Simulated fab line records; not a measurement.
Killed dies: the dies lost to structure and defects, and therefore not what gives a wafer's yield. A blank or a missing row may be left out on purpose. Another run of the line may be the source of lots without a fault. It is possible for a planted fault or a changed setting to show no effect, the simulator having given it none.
8D (eight disciplines) problem report, filled in by code / flow nand_harc / the parts of the form that need people (team, actions taken, sign-off) are left out

1. WHAT IS WRONG
Mean of run_length_s at NHARC_A_CONTACT_ETCH_48: 68.97 s across 4 wafers in 3 lots; on wafers with no fault it is 86.48 s (standard deviation 0.3). Relative to the usual mean, that is a shift of -58 standard deviations.
The step: etches the open film in CF4, target depth 39 nm, time 65 s.
First observed at day 18 17:23: wafer L508.1, on rie_diel-12. The record has a number at this step for 36 wafers belonging to 13 lots. The rule behind "out" and "out of limits": a value lying over 4 standard deviations away from the usual mean. All remaining wafers that have a number are taken as sound.

2. WHAT IT IS AND WHAT IT IS NOT
question=which readings at this step | is=run_length_s | is not=drypump_motor_current_A, oes_product_au, showerhead_plenum_p_Torr, throttle_valve_pct
question=which lots | is=L508, L511, L512 | is not=L500, L501, L502, L504, L515, L517, L518, L520, L522, L523
question=which wafers of those lots | is=L508.1, L511.1, L512.1, L512.2 | is not=L508.4, L511.3
question=read on which tools | is=rie_diel-12 | is not=rie_diel-05, rie_diel-08
question=when | is=from day 18 17:23 | is not=up to then (13 sound wafers); but 19 sound wafers of L511, L515, L517, L518, L520, L522, L523 came after

3. THE SUSPECTS, EACH WITH WHAT RULES IT OUT
Counting: any tool at a process step up to the reading remains a suspect provided it ran every lot that is out. Sound lots after the first of them don't rule it out here, since some wafers of a struck lot are sound.
- rie_diel-12 at NHARC_A_CONTACT_ETCH_48 (etches the open film in CF4, target depth 39 nm, time 65 s): kept. Every lot that is out went through it, the first being L508 (day 18 17:23); the last sound lot it ran before that was L504 (day 16 19:07). Its own run_length_s readings are out on those wafers.
The count leaves rie_diel-12 at NHARC_A_CONTACT_ETCH_48.

4. THE CAUSE (what the simulator had put in)
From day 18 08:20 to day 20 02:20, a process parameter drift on rie_diel-12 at NHARC_A_CONTACT_ETCH_48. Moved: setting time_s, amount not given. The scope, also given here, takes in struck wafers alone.
Only this tool survived the counting.

5. THE CHAIN OF EFFECTS, in route order
One row per reading whose mean, taken over the struck wafers that have a number, lies over 3 standard deviations from the usual. Only readings whose record carries a usual standard deviation are examined. hours: median over the lots of the time between each lot's start at the first step of this table that gives one and its start at this step. sigmas: the change, counted in usual standard deviations.
hours=0; step=NHARC_A_CONTACT_ETCH_48; reading=run_length_s; usual=86.48 s; on struck wafers=68.97; change=-17.51; sigmas=-58
The process steps in it:
- NHARC_A_CONTACT_ETCH_48: etches the open film in CF4, target depth 39 nm, time 65 s.

6. HOW IT WOULD HAVE BEEN CAUGHT EARLIER
The fault began at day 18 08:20; the first out-of-limits reading in this record came at day 18 17:23, 9 hours later.
